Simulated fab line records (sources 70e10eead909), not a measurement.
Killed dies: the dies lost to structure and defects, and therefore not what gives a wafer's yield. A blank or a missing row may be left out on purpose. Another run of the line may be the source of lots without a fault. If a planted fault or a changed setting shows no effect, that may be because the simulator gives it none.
Which tool was responsible? / flow nand harc / 11 lots, 31 wafers sampled, at 9 steps of a route of 1302

## WHAT THE GAUGES SHOWED, per wafer
NHARC_A_DECK1_JOINT_INSPECT_05.
lot=L888; measured=day 12 00:07; on=defect inspect-02; raw defect count=381 257 337
lot=L893; measured=day 14 19:53; on=defect inspect-01; raw defect count=196 355 350
lot=L895; measured=day 16 03:21; on=defect inspect-02; raw defect count=301 423 459
lot=L897; measured=day 16 08:53; on=defect inspect-02; raw defect count=497 401 416
lot=L898; measured=day 17 01:19; on=defect inspect-02; raw defect count=328 316
lot=L899; measured=day 17 01:20; on=defect inspect-02; raw defect count=296 238 254
lot=L900; measured=day 17 10:10; on=defect inspect-01; raw defect count=405 500
lot=L906; measured=day 20 05:55; on=defect inspect-02; raw defect count=248 148 122
lot=L908; measured=day 20 11:16; on=defect inspect-01; raw defect count=258 286 346
lot=L909; measured=day 21 12:10; on=defect inspect-02; raw defect count=277 241 281
lot=L910; measured=day 21 19:48; on=defect inspect-02; raw defect count=180 273 263

NHARC_A_CHANNEL_HOLE_D2_CD_MEAS_10 targets a cd of 100 nm.
lot=L888; measured=day 12 16:22; on=cd sem-03; cd nm (nm)=101.9 100.5 100.2
lot=L893; measured=day 15 13:32; on=cd sem-02; cd nm (nm)=100.8 101.2 100.6
lot=L895; measured=day 17 02:18; on=cd sem-01; cd nm (nm)=99.6 100.8 99.9
lot=L897; measured=day 17 04:27; on=cd sem-01; cd nm (nm)=101.0 100.3 100.7
lot=L898; measured=day 17 20:09; on=cd sem-01; cd nm (nm)=90.8 100.1
lot=L899; measured=day 17 18:25; on=cd sem-03; cd nm (nm)=98.6 100.4 90.9
lot=L900; measured=day 18 02:57; on=cd sem-03; cd nm (nm)=91.9 99.6
lot=L906; measured=day 20 22:34; on=cd sem-01; cd nm (nm)=98.9 100.6 99.7
lot=L908; measured=day 21 06:28; on=cd sem-02; cd nm (nm)=101.4 100.8 99.9
lot=L909; measured=day 22 10:05; on=cd sem-03; cd nm (nm)=99.9 100.2 101.2
lot=L910; measured=day 22 16:13; on=cd sem-03; cd nm (nm)=100.9 100.6 100.7

NHARC_A_CHANNEL_HOLE_D2_CD_MEAS_18.
lot=L888; measured=day 12 17:40; on=cd sem-01; cd nm (nm)=101.0 97.0 99.6
lot=L893; measured=day 15 14:50; on=cd sem-02; cd nm (nm)=103.4 99.2 101.4
lot=L895; measured=day 17 03:35; on=cd sem-03; cd nm (nm)=101.0 97.6 96.8
lot=L897; measured=day 17 05:44; on=cd sem-01; cd nm (nm)=101.4 98.7 99.0
lot=L898; measured=day 17 21:26; on=cd sem-03; cd nm (nm)=90.7 108.3
lot=L899; measured=day 17 19:43; on=cd sem-03; cd nm (nm)=99.0 97.7 90.5
lot=L900; measured=day 18 04:15; on=cd sem-03; cd nm (nm)=88.6 104.8
lot=L906; measured=day 20 23:52; on=cd sem-02; cd nm (nm)=97.6 97.9 98.4
lot=L908; measured=day 21 07:46; on=cd sem-02; cd nm (nm)=104.6 103.4 102.7
lot=L909; measured=day 22 11:23; on=cd sem-03; cd nm (nm)=102.9 102.0 103.5
lot=L910; measured=day 22 17:31; on=cd sem-01; cd nm (nm)=102.1 101.5 100.8

NHARC_A_CHANNEL_HOLE_D2_CD_MEAS_31.
lot=L888; measured=day 12 23:14; on=cd sem-03; cd nm (nm)=89.9 91.4 90.2
lot=L893; measured=day 15 20:44; on=cd sem-03; cd nm (nm)=90.2 90.3 88.3
lot=L895; measured=day 17 09:20; on=cd sem-03; cd nm (nm)=88.0 91.2 87.3
lot=L897; measured=day 17 13:31; on=cd sem-01; cd nm (nm)=88.7 89.0 89.1
lot=L898; measured=day 18 03:04; on=cd sem-01; cd nm (nm)=81.7 88.9
lot=L899; measured=day 18 01:20; on=cd sem-01; cd nm (nm)=85.2 90.9 78.8
lot=L900; measured=day 18 10:25; on=cd sem-01; cd nm (nm)=80.1 89.1
lot=L906; measured=day 21 05:28; on=cd sem-01; cd nm (nm)=90.1 88.8 87.7
lot=L908; measured=day 21 13:22; on=cd sem-01; cd nm (nm)=89.9 88.3 90.4
lot=L909; measured=day 22 18:29; on=cd sem-03; cd nm (nm)=88.6 88.4 91.5
lot=L910; measured=day 23 01:19; on=cd sem-01; cd nm (nm)=88.8 91.0 92.8

NHARC_END_SORT_01.
lot=L899; measured=day 28 17:38; on=prober-02; killed at array=21; killed at other=0; killed at periphery=5; killed dies=26; killed open=3; killed short=2

## TOOL THAT RAN EACH LOT (tool first, then ch and the chambers of the sampled wafers, then the start)
lot=L888; NHARC_A_CHANNEL_HOLE_D2_PEB_08=litho track-06 ch 0, day 12 16:17; NHARC_A_CHANNEL_HOLE_D2_DESCUM_15=rie diel-05 ch 0,2, day 12 16:34; NHARC_A_CHANNEL_HOLE_D2_ETCH_39=rie diel-05 ch 1,3, day 12 17:40 or earlier; NHARC_A_CHANNEL_HOLE_D2_XSEM_32=xsem-02 ch 0, day 12 23:20
lot=L893; NHARC_A_CHANNEL_HOLE_D2_PEB_08=litho track-04 ch 0, day 15 13:27; NHARC_A_CHANNEL_HOLE_D2_DESCUM_15=rie diel-10 ch 1,2,3, day 15 13:44; NHARC_A_CHANNEL_HOLE_D2_ETCH_39=rie diel-10 ch 0,1,3, day 15 14:50 or earlier; NHARC_A_CHANNEL_HOLE_D2_XSEM_32=xsem-01 ch 0, day 15 20:50
lot=L895; NHARC_A_CHANNEL_HOLE_D2_PEB_08=litho track-01 ch 0, day 17 02:13; NHARC_A_CHANNEL_HOLE_D2_DESCUM_15=rie diel-07 ch 0,3, day 17 02:29; NHARC_A_CHANNEL_HOLE_D2_ETCH_39=rie diel-07 ch 0,1,2, day 17 03:35 or earlier; NHARC_A_CHANNEL_HOLE_D2_XSEM_32=xsem-01 ch 0, day 17 09:25
lot=L897; NHARC_A_CHANNEL_HOLE_D2_PEB_08=litho track-06 ch 0, day 17 04:22; NHARC_A_CHANNEL_HOLE_D2_DESCUM_15=rie diel-07 ch 1,2,3, day 17 04:38; NHARC_A_CHANNEL_HOLE_D2_ETCH_39=rie diel-07 ch 0,1,2, day 17 05:44 or earlier; NHARC_A_CHANNEL_HOLE_D2_XSEM_32=xsem-02 ch 0, day 17 13:36
lot=L898; NHARC_A_CHANNEL_HOLE_D2_PEB_08=litho track-01 ch 0, day 17 20:04; NHARC_A_CHANNEL_HOLE_D2_DESCUM_15=rie diel-10 ch 1,3, day 17 20:20; NHARC_A_CHANNEL_HOLE_D2_ETCH_39=rie diel-10 ch 1,2, day 17 21:26 or earlier; NHARC_A_CHANNEL_HOLE_D2_XSEM_32=xsem-01 ch 0, day 18 03:09
lot=L899; NHARC_A_CHANNEL_HOLE_D2_PEB_08=litho track-01 ch 0, day 17 18:20; NHARC_A_CHANNEL_HOLE_D2_DESCUM_15=rie diel-05 ch 0,1,2, day 17 18:37; NHARC_A_CHANNEL_HOLE_D2_ETCH_39=rie diel-05 ch 1,3, day 17 19:43 or earlier; NHARC_A_CHANNEL_HOLE_D2_XSEM_32=xsem-02 ch 0, day 18 01:26
lot=L900; NHARC_A_CHANNEL_HOLE_D2_PEB_08=litho track-01 ch 0, day 18 02:52; NHARC_A_CHANNEL_HOLE_D2_DESCUM_15=rie diel-10 ch 2,3, day 18 03:10; NHARC_A_CHANNEL_HOLE_D2_ETCH_39=rie diel-10 ch 1,2, day 18 04:15 or earlier; NHARC_A_CHANNEL_HOLE_D2_XSEM_32=xsem-02 ch 0, day 18 10:31
lot=L906; NHARC_A_CHANNEL_HOLE_D2_PEB_08=litho track-01 ch 0, day 20 22:29; NHARC_A_CHANNEL_HOLE_D2_DESCUM_15=rie diel-05 ch 1,2,3, day 20 22:45; NHARC_A_CHANNEL_HOLE_D2_ETCH_39=rie diel-05 ch 0,2,3, day 20 23:52 or earlier; NHARC_A_CHANNEL_HOLE_D2_XSEM_32=xsem-01 ch 0, day 21 05:33
lot=L908; NHARC_A_CHANNEL_HOLE_D2_PEB_08=litho track-06 ch 0, day 21 06:23; NHARC_A_CHANNEL_HOLE_D2_DESCUM_15=rie diel-10 ch 0,3, day 21 06:40; NHARC_A_CHANNEL_HOLE_D2_ETCH_39=rie diel-10 ch 0,2, day 21 07:46 or earlier; NHARC_A_CHANNEL_HOLE_D2_XSEM_32=xsem-01 ch 0, day 21 13:27
lot=L909; NHARC_A_CHANNEL_HOLE_D2_PEB_08=litho track-06 ch 0, day 22 10:00; NHARC_A_CHANNEL_HOLE_D2_DESCUM_15=rie diel-05 ch 0,1,3, day 22 10:17; NHARC_A_CHANNEL_HOLE_D2_ETCH_39=rie diel-05 ch 2,3, day 22 11:23 or earlier; NHARC_A_CHANNEL_HOLE_D2_XSEM_32=xsem-01 ch 0, day 22 18:35
lot=L910; NHARC_A_CHANNEL_HOLE_D2_PEB_08=litho track-06 ch 0, day 22 16:08; NHARC_A_CHANNEL_HOLE_D2_DESCUM_15=rie diel-05 ch 0,2,3, day 22 16:25; NHARC_A_CHANNEL_HOLE_D2_ETCH_39=rie diel-05 ch 1,2,3, day 22 17:31 or earlier; NHARC_A_CHANNEL_HOLE_D2_XSEM_32=xsem-02 ch 0, day 23 01:25
- NHARC_A_CHANNEL_HOLE_D2_PEB_08: peb time 65 s.
- NHARC_A_CHANNEL_HOLE_D2_DESCUM_15: chemistry O2, time 3 s.
- NHARC_A_CHANNEL_HOLE_D2_ETCH_39: etches the open film in N2/H2, target depth 260 nm, time 325 s.
- NHARC_A_CHANNEL_HOLE_D2_XSEM_32

## WHAT THE TOOLS THEMSELVES READ (means of the sampled wafers that have a number; where no wafer has one, the mark that the record gives instead)
NHARC_A_CHANNEL_HOLE_D2_PEB_08.
lot=L888; tool=litho track-06; heater power total W (W)=156.8
lot=L893; tool=litho track-04; heater power total W (W)=156.9
lot=L895; tool=litho track-01; heater power total W (W)=156.3
lot=L897; tool=litho track-06; heater power total W (W)=156.7
lot=L898; tool=litho track-01; heater power total W (W)=169.2
lot=L899; tool=litho track-01; heater power total W (W)=165.1
lot=L900; tool=litho track-01; heater power total W (W)=169.6
lot=L906; tool=litho track-01; heater power total W (W)=156.7
lot=L908; tool=litho track-06; heater power total W (W)=156.6
lot=L909; tool=litho track-06; heater power total W (W)=156.8
lot=L910; tool=litho track-06; heater power total W (W)=156.4

NHARC_A_CHANNEL_HOLE_D2_DESCUM_15.
lot=L888; tool=rie diel-05; drypump motor current A (A)=5.8; mfc ar sccm (sccm)=0.007; oes product au (a.u.)=0.984; rf vpp V (V)=58.2; showerhead plenum p Torr (Torr)=1.95; throttle valve pct (%)=11.311
lot=L893; tool=rie diel-10; drypump motor current A (A)=6.2; mfc ar sccm (sccm)=0.010; oes product au (a.u.)=1.001; rf vpp V (V)=57.5; showerhead plenum p Torr (Torr)=1.78; throttle valve pct (%)=11.301
lot=L895; tool=rie diel-07; drypump motor current A (A)=5.7; mfc ar sccm (sccm)=0.009; oes product au (a.u.)=1.009; rf vpp V (V)=57.6; showerhead plenum p Torr (Torr)=1.94; throttle valve pct (%)=11.311
lot=L897; tool=rie diel-07; drypump motor current A (A)=5.6; mfc ar sccm (sccm)=0.003; oes product au (a.u.)=1.002; rf vpp V (V)=57.8; showerhead plenum p Torr (Torr)=1.91; throttle valve pct (%)=11.315
lot=L898; tool=rie diel-10; drypump motor current A (A)=6.2; mfc ar sccm (sccm)=0.014; oes product au (a.u.)=1.004; rf vpp V (V)=57.9; showerhead plenum p Torr (Torr)=1.78; throttle valve pct (%)=11.299
lot=L899; tool=rie diel-05; drypump motor current A (A)=5.7; mfc ar sccm (sccm)=0.012; oes product au (a.u.)=0.998; rf vpp V (V)=57.7; showerhead plenum p Torr (Torr)=1.95; throttle valve pct (%)=11.308
lot=L900; tool=rie diel-10; drypump motor current A (A)=6.0; mfc ar sccm (sccm)=0.002; oes product au (a.u.)=1.004; rf vpp V (V)=56.5; showerhead plenum p Torr (Torr)=1.78; throttle valve pct (%)=11.307
lot=L906; tool=rie diel-05; drypump motor current A (A)=5.9; mfc ar sccm (sccm)=0.012; oes product au (a.u.)=1.004; rf vpp V (V)=58.2; showerhead plenum p Torr (Torr)=1.95; throttle valve pct (%)=11.311
lot=L908; tool=rie diel-10; drypump motor current A (A)=6.0; mfc ar sccm (sccm)=0.002; oes product au (a.u.)=1.003; rf vpp V (V)=57.9; showerhead plenum p Torr (Torr)=1.81; throttle valve pct (%)=11.310
lot=L909; tool=rie diel-05; drypump motor current A (A)=6.1; mfc ar sccm (sccm)=0.005; oes product au (a.u.)=1.001; rf vpp V (V)=57.5; showerhead plenum p Torr (Torr)=1.97; throttle valve pct (%)=11.306
lot=L910; tool=rie diel-05; drypump motor current A (A)=5.9; mfc ar sccm (sccm)=0.007; oes product au (a.u.)=1.004; rf vpp V (V)=57.0; showerhead plenum p Torr (Torr)=1.93; throttle valve pct (%)=11.317

NHARC_A_CHANNEL_HOLE_D2_ETCH_39.
lot=L888; tool=rie diel-05; drypump motor current A (A)=6.0; h2 flow sccm (sccm)=149.8; mfc ar sccm (sccm)=0.010; oes product au (a.u.)=0.993; rf vpp V (V)=432.7; showerhead plenum p Torr (Torr)=2.12; throttle valve pct (%)=14.180
lot=L893; tool=rie diel-10; drypump motor current A (A)=6.2; h2 flow sccm (sccm)=150.1; mfc ar sccm (sccm)=0.010; oes product au (a.u.)=1.003; rf vpp V (V)=428.0; showerhead plenum p Torr (Torr)=1.93; throttle valve pct (%)=14.171
lot=L895; tool=rie diel-07; drypump motor current A (A)=6.0; h2 flow sccm (sccm)=150.0; mfc ar sccm (sccm)=0.002; oes product au (a.u.)=1.002; rf vpp V (V)=430.8; showerhead plenum p Torr (Torr)=2.05; throttle valve pct (%)=14.169
lot=L897; tool=rie diel-07; drypump motor current A (A)=6.0; h2 flow sccm (sccm)=149.8; mfc ar sccm (sccm)=0.002; oes product au (a.u.)=1.006; rf vpp V (V)=430.2; showerhead plenum p Torr (Torr)=2.05; throttle valve pct (%)=14.175
lot=L898; tool=rie diel-10; drypump motor current A (A)=6.2; h2 flow sccm (sccm)=150.0; mfc ar sccm (sccm)=0.013; oes product au (a.u.)=1.004; rf vpp V (V)=426.4; showerhead plenum p Torr (Torr)=1.90; throttle valve pct (%)=14.171
lot=L899; tool=rie diel-05; drypump motor current A (A)=6.2; h2 flow sccm (sccm)=149.8; mfc ar sccm (sccm)=0.006; oes product au (a.u.)=1.008; rf vpp V (V)=431.1; showerhead plenum p Torr (Torr)=2.10; throttle valve pct (%)=14.165
lot=L900; tool=rie diel-10; drypump motor current A (A)=6.2; h2 flow sccm (sccm)=149.8; mfc ar sccm (sccm)=0.013; oes product au (a.u.)=1.000; rf vpp V (V)=426.0; showerhead plenum p Torr (Torr)=1.90; throttle valve pct (%)=14.162
lot=L906; tool=rie diel-05; drypump motor current A (A)=5.9; h2 flow sccm (sccm)=150.2; mfc ar sccm (sccm)=0.007; oes product au (a.u.)=0.995; rf vpp V (V)=431.0; showerhead plenum p Torr (Torr)=2.06; throttle valve pct (%)=14.165
lot=L908; tool=rie diel-10; drypump motor current A (A)=6.0; h2 flow sccm (sccm)=150.1; mfc ar sccm (sccm)=0.000; oes product au (a.u.)=1.014; rf vpp V (V)=428.6; showerhead plenum p Torr (Torr)=1.96; throttle valve pct (%)=14.174
lot=L909; tool=rie diel-05; drypump motor current A (A)=5.7; h2 flow sccm (sccm)=150.0; mfc ar sccm (sccm)=0.014; oes product au (a.u.)=1.011; rf vpp V (V)=430.6; showerhead plenum p Torr (Torr)=2.04; throttle valve pct (%)=14.172
lot=L910; tool=rie diel-05; drypump motor current A (A)=5.9; h2 flow sccm (sccm)=149.8; mfc ar sccm (sccm)=0.012; oes product au (a.u.)=1.001; rf vpp V (V)=431.5; showerhead plenum p Torr (Torr)=2.08; throttle valve pct (%)=14.170

NHARC_A_CHANNEL_HOLE_D2_XSEM_32.
lot=L888; tool=xsem-02; bot cd nm (nm)=76.0; bow nm (nm)=8.9; tilt deg (degrees)=0.089
lot=L893; tool=xsem-01; bot cd nm (nm)=73.5; bow nm (nm)=8.8; tilt deg (degrees)=0.061
lot=L895; tool=xsem-01; bot cd nm (nm)=73.2; bow nm (nm)=8.4; tilt deg (degrees)=0.074
lot=L897; tool=xsem-02; bot cd nm (nm)=73.0; bow nm (nm)=8.3; tilt deg (degrees)=0.063
lot=L898; tool=xsem-01; bot cd nm (nm)=69.9; bow nm (nm)=8.4; tilt deg (degrees)=0.124
lot=L899; tool=xsem-02; bot cd nm (nm)=69.4; bow nm (nm)=8.2; tilt deg (degrees)=0.031
lot=L900; tool=xsem-02; bot cd nm (nm)=69.2; bow nm (nm)=8.4; tilt deg (degrees)=0.087
lot=L906; tool=xsem-01; bot cd nm (nm)=73.0; bow nm (nm)=8.9; tilt deg (degrees)=0.085
lot=L908; tool=xsem-01; bot cd nm (nm)=74.2; bow nm (nm)=8.4; tilt deg (degrees)=0.079
lot=L909; tool=xsem-01; bot cd nm (nm)=73.8; bow nm (nm)=8.4; tilt deg (degrees)=0.021
lot=L910; tool=xsem-02; bot cd nm (nm)=75.2; bow nm (nm)=9.3; tilt deg (degrees)=0.062

## THE ANSWER, worked out from the rows above alone
Rule: what is usual is taken from the lots themselves. The widest of any qualifying gaps counts: lots, ordered by their means at a reading, are off when they make up no more than a third of the lots, leave a main group of 4 or more, and stand apart from it by 3 or more times the standard deviation of that group's means. The tables above print the reading to a certain number of digits; a main group whose means all agree to those digits is not used. Also off: a lot with no number at a reading for which 4 or more lots have one. Any other lot the step has rows for is counted as sound. After the gauges, taken in route order, come the tools' own readings; for these a lot's mean is taken, as printed above. At the first step where some lot is off, the reading lying furthest off is the one used; lots without a number count as furthest.
Off at NHARC_A_CHANNEL_HOLE_D2_CD_MEAS_10 (cd nm): L898, L899, L900. For the main group the mean is 100.5 nm and the standard deviation 0.38.
If a tool, at a process step before that reading, ran all the lots that are off and no sound lot after the first of them, it fits. Not tried: the gauges at NHARC_A_CHANNEL_HOLE_D2_CD_MEAS_10; whatever is off there is also off at NHARC_A_CHANNEL_HOLE_D2_PEB_08, on other tools, and gauge error can't account for it. No candidate that was tried fits.

## WHAT THE SIMULATOR HAD PUT IN
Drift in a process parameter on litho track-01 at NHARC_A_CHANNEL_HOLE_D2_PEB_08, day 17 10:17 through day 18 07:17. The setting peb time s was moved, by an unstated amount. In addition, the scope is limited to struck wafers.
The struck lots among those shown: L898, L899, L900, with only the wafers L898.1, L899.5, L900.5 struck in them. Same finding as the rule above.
